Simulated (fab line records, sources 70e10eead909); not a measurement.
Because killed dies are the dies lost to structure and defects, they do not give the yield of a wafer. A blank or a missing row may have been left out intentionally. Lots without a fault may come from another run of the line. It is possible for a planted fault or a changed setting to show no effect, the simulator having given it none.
Code-filled problem report in 8D (eight disciplines) form + flow nand-harc + the parts of the form that need people (team, actions taken, sign-off) are left out

1. WHAT IS WRONG
Wafers without a fault read 897.9 W, standard deviation 3; rf-fwd-power-W at NHARC_A_ONON_D1_DEP_33 reads a mean of 1005.1 W on 3 wafers belonging to 2 lots. That is +36 standard deviations from the usual mean.
The step: deposits SiO2, target thk 200 nm.
First seen on wafer L210.3, day 10 08:25, on pecvd-03. The record holds 18 wafers of 6 lots with a number at this step. The rule behind "out" and "out of limits": a value lying over 4 standard deviations away from the usual mean. Any other wafer with a number is counted as sound.

2. WHAT IT IS; WHAT IT IS NOT
| question                    | is                     | is not                                                                                |
|-----------------------------|------------------------|---------------------------------------------------------------------------------------|
| which readings at this step | rf-fwd-power-W         | heater-power-w, mfc-precursor-sccm, throttle-valve-pct                                |
| which lots                  | L210, L212             | L206, L216, L217, L223                                                                |
| which wafers of those lots  | L210.3, L210.5, L212.6 | L210.4, L212.3, L212.5                                                                |
| read on which tools         | pecvd-03               | pecvd-01, pecvd-02                                                                    |
| when                        | from day 10 08:25      | up to then (4 sound wafers); but 11 sound wafers of L212, L216, L217, L223 came after |

3. SUSPECTS, AND WHAT RULES EACH OUT
Counting: if a tool at a process step up to the reading ran every lot that is out, it stays a suspect. Sound lots after the first of them don't rule it out here, since some wafers of a struck lot are sound.
- pecvd-03 at NHARC_A_ONON_D1_DEP_33 (deposits SiO2, target thk 200 nm): kept. It ran every lot that is out, first L210 (day 10 08:25). On those wafers its own readings are out: rf-fwd-power-W.
- In pecvd-03 at NHARC_A_ONON_D1_DEP_33, the wafers that are out were processed in chamber 0 and their sound lot-mates in chambers 1, 2.
The count leaves pecvd-03 at NHARC_A_ONON_D1_DEP_33.

4. THE CAUSE (what the simulator had put in)
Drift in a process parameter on pecvd-03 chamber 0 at NHARC_A_ONON_D1_DEP_33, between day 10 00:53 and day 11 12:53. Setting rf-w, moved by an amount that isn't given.
This tool alone remained once counting was done.

5. THE CHAIN OF EFFECTS, in route order
Rows list readings where the struck wafers' mean (over those with a number) sits beyond 3 standard deviations from the usual. Only readings for which the record gives a usual standard deviation are gone through. hours: the time from each lot's start at the first step in this table that gives one to its start at this step, as a median over the lots. sigmas: the change in usual standard deviations.
| hours | step                   | reading        | usual   | on struck wafers | change | sigmas |
|-------|------------------------|----------------|---------|------------------|--------|--------|
| 0     | NHARC_A_ONON_D1_DEP_33 | rf-fwd-power-W | 897.9 W | 1005.1           | +107.2 | +36    |
Its process steps:
- NHARC_A_ONON_D1_DEP_33: deposits SiO2, target thk 200 nm.
Later steps that measure or inspect, where all struck wafers having a row at the step show a number for every such reading and not one has moved that far: NHARC_A_ONON_D1_THK_MEAS_34.

6. WHAT WOULD HAVE CAUGHT IT SOONER
First out-of-limits reading in this record: day 10 08:25, which is 8 hours after fault onset at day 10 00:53.
